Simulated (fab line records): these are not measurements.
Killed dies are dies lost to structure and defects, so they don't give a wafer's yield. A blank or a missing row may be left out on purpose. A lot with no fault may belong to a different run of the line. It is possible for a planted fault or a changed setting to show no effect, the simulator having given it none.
Which tool was responsible? ; flow nand harc ; Sampling: 11 lots, 33 wafers, 6 of 1159 route steps

## WHAT THE GAUGES READ, wafer by wafer
NHARC_P_STI_INSPECT_11. Usual: raw defect count at 5.3, with a standard deviation of 2.8.
lot;measured;on;raw defect count;flag
L947;day 2 07:25;defect inspect-02;4 9 9;
L949;day 3 02:38;defect inspect-01;2 7 4;
L952;day 3 13:41;defect inspect-02;3 4 2;
L954;day 4 05:37;defect inspect-01;5 2 3;
L956;day 4 20:07;defect inspect-02;2 5 2;
L962;day 6 10:17;defect inspect-02;4 4 6;
L964;day 6 16:51;defect inspect-01;4 4 4;
L966;day 7 05:00;defect inspect-01;7 3 4;
L967;day 7 11:05;defect inspect-02;5 7 3;
L969;day 8 01:10;defect inspect-01;7 2 12;
L970;day 8 09:12;defect inspect-02;3 6 7;

NHARC_P_STI_OCD_MEAS_17. Usual: trench depth nm 300 nm, standard deviation 7.2; trench foot cd nm 157 nm, standard deviation 3.
lot;measured;on;trench depth nm (nm);trench foot cd nm (nm);flag
L947;day 2 08:06;ocd-01;296 296 303;156 162 158;
L949;day 3 03:18;ocd-02;301 297 291;157 159 156;
L952;day 3 14:21;ocd-01;303 303 303;160 158 152;
L954;day 4 06:17;ocd-01;306 281 306;155 161 155;
L956;day 4 20:47;ocd-02;297 311 311;158 156 153;
L962;day 6 10:59;ocd-02;306 296 303;151 159 156;
L964;day 6 17:31;ocd-01;313 309 312;159 153 153;
L966;day 7 05:42;ocd-01;302 295 289;158 155 157;
L967;day 7 11:44;ocd-01;301 300 305;160 157 154;
L969;day 8 01:50;ocd-01;299 293 294;157 158 153;
L970;day 8 09:52;ocd-01;302 294 295;153 154 155;

NHARC_P_GATE_CD_MEAS_26: the cd target is 120 nm. Usual: cd nm at 119.8 nm, with a standard deviation of 0.74.
lot;measured;on;cd nm (nm);flag
L947;day 4 09:31;cd sem-03;120.2 119.5 120.2;
L949;day 5 11:29;cd sem-02;119.4 118.7 120.2;
L952;day 5 17:23;cd sem-01;119.4 119.7 120.3;
L954;day 6 09:01;cd sem-01;118.4 118.5 118.6;
L956;day 7 04:43;cd sem-02;104.6 104.9 106.2 104.3 104.9 106.4;OFF
L962;day 8 19:50;cd sem-01;104.7 105.6 105.8 104.8 105.3 105.8;OFF
L964;day 9 03:44;cd sem-02;119.8 120.3 119.3;
L966;day 9 10:41;cd sem-03;119.9 119.2 118.7;
L967;day 9 10:52;cd sem-02;119.8 119.7 120.7;
L969;day 10 04:12;cd sem-03;120.2 119.6 119.1;
L970;day 10 14:58;cd sem-03;120.6 121.4 119.4;

NHARC_END_SORT_01. Usual: killed at array 29, standard deviation 10; killed at other 0.7, standard deviation 1.1; killed at periphery 3.3, standard deviation 2.4; killed dies 33, standard deviation 11; killed open 3.3, standard deviation 2; killed short 1.9, standard deviation 1.3.
lot;measured;on;killed at array;killed at other;killed at periphery;killed dies;killed open;killed short;flag
L952;day 19 22:07;prober-01;29 22 31;0 0 0;3 3 3;32 25 34;6 3 3;3 3 3;
L956;day 23 21:50;prober-02;23 18 23;0 1 0;27 38 32;50 57 55;5 7 8;2 3 2;OFF
L962;day 24 07:22;prober-01;16 14 13;0 1 0;9 11 30;25 26 43;3 7 2;2 2 1;OFF
L964;day 24 15:56;prober-02;28 25 38;0 1 2;3 4 3;31 30 43;4 7 8;2 3 6;
L969;day 25 05:05;prober-02;39 31 35;0 0 0;9 2 2;48 33 37;7 4 6;4 1 2;

## WHAT TOOL EACH LOT RAN ON (gives the tool, then ch and the chambers of the sampled wafers, and finally the start)
lot;NHARC_P_STI_ETCH_15;NHARC_P_GATE_EXPOSE_23
L947;rie si-02 ch 2,3, day 2 07:51;arfi scanner-02 ch 0, day 4 09:22
L949;rie si-04 ch 0,2,3, day 3 03:02;arfi scanner-02 ch 0, day 5 11:21
L952;rie si-04 ch 0,2, day 3 14:07;arfi scanner-03 ch 0, day 5 17:14
L954;rie si-05 ch 0,3, day 4 06:02;arfi scanner-01 ch 0, day 6 08:52
L956;rie si-05 ch 0,1, day 4 20:32;arfi scanner-02 ch 0, day 7 04:35
L962;rie si-05 ch 0,1,2, day 6 10:46;arfi scanner-02 ch 0, day 8 19:42
L964;rie si-02 ch 2,3, day 6 17:17;arfi scanner-03 ch 0, day 9 03:36
L966;rie si-04 ch 0,1,3, day 7 05:28;arfi scanner-01 ch 0, day 9 10:32
L967;rie si-02 ch 0,1,2, day 7 11:31;arfi scanner-03 ch 0, day 9 10:43
L969;rie si-04 ch 0,1,2, day 8 01:36;arfi scanner-01 ch 0, day 10 04:04
L970;rie si-04 ch 0,1,2, day 8 09:38;arfi scanner-01 ch 0, day 10 14:49
- NHARC_P_STI_ETCH_15: etches the open film in HBr/Cl2, target depth 300 nm, time 100.1 s.
- NHARC_P_GATE_EXPOSE_23: exposes mask P GATE, target cd 120 nm.

## AS READ BY THE TOOLS THEMSELVES (means over the sampled wafers that have a number; for cases with no such wafer, the mark the record gives instead)
NHARC_P_STI_ETCH_15. Usual: chamber pressure mTorr is 15.002 mTorr with standard deviation 0.016, drypump motor current A is 5.7 A with standard deviation 0.49, hbr flow sccm is 150.0 sccm with standard deviation 0.46, he backside leak sccm is 2.72 sccm with standard deviation 0.27, oes product au is 0.999 a.u. with standard deviation 0.016, rf fwd power W is 397.8 W with standard deviation 1.1, and throttle valve pct is 26.405 % with standard deviation 0.0081.
lot;tool;chamber pressure mTorr (mTorr);drypump motor current A (A);hbr flow sccm (sccm);he backside leak sccm (sccm);oes product au (a.u.);rf fwd power W (W);throttle valve pct (%);flag
L947;rie si-02;15.004;5.4;149.9;2.79;0.993;398.3;26.404;
L949;rie si-04;15.013;5.8;150.1;2.79;0.990;398.0;26.407;
L952;rie si-04;14.999;6.1;150.0;2.55;1.012;398.6;26.405;
L954;rie si-05;14.989;6.1;150.3;2.61;0.993;398.1;26.404;
L956;rie si-05;15.000;6.0;150.3;2.52;1.016;397.3;26.409;
L962;rie si-05;15.004;5.8;149.7;2.74;1.001;398.8;26.402;
L964;rie si-02;14.988;5.1;149.7;2.86;1.024;397.0;26.403;
L966;rie si-04;15.003;5.7;150.2;2.90;0.989;397.3;26.412;
L967;rie si-02;14.992;5.8;149.8;2.66;1.003;398.2;26.407;
L969;rie si-04;15.002;6.1;149.6;2.64;0.985;397.7;26.405;
L970;rie si-04;15.007;6.1;150.2;3.28;0.997;397.4;26.404;

NHARC_P_GATE_EXPOSE_23. Usual: exposure dose mJ cm2 93.90, standard deviation 0.092; stage vel mm s 499.99 mm/s, standard deviation 0.29.
lot;tool;exposure dose mJ cm2;stage vel mm s (mm/s);flag
L947;arfi scanner-02;93.79;500.25;
L949;arfi scanner-02;93.83;500.21;
L952;arfi scanner-03;93.88;500.11;
L954;arfi scanner-01;93.80;499.59;
L956;arfi scanner-02;119.98;499.76;OFF
L962;arfi scanner-02;119.90;499.82;OFF
L964;arfi scanner-03;93.98;499.99;
L966;arfi scanner-01;93.82;500.02;
L967;arfi scanner-03;93.88;500.08;
L969;arfi scanner-01;93.86;500.19;
L970;arfi scanner-01;93.92;499.68;

## THE ANSWER, worked out from the rows above alone
Rule: a lot counts as off when the mean over its wafers that have a number is more than 3 standard deviations away from the usual mean. A lot without any number at a reading at which 4 lots or more have one is off too. The other lots that the step has rows for count as sound. Order of review: gauges by route order, followed by the tools' own readings, for which a lot's mean as printed above is used. The first step at which some lot is off is used, and at that step the reading that is off furthest; a lot without a number counts as furthest.
Off: L956, L962 (NHARC_P_GATE_CD_MEAS_26, cd nm).
If a tool, at a process step before that reading, ran all the lots that are off and no sound lot after the first of them, it fits. Not tried: the gauges at NHARC_P_GATE_CD_MEAS_26; whatever is off there is also off at NHARC_END_SORT_01, on other tools, and gauge error can't account for it. Undecided on this evidence; 2 tools fit (rie si-05 at NHARC_P_STI_ETCH_15, arfi scanner-02 at NHARC_P_GATE_EXPOSE_23).

## WHAT THE SIMULATOR HAD INSERTED
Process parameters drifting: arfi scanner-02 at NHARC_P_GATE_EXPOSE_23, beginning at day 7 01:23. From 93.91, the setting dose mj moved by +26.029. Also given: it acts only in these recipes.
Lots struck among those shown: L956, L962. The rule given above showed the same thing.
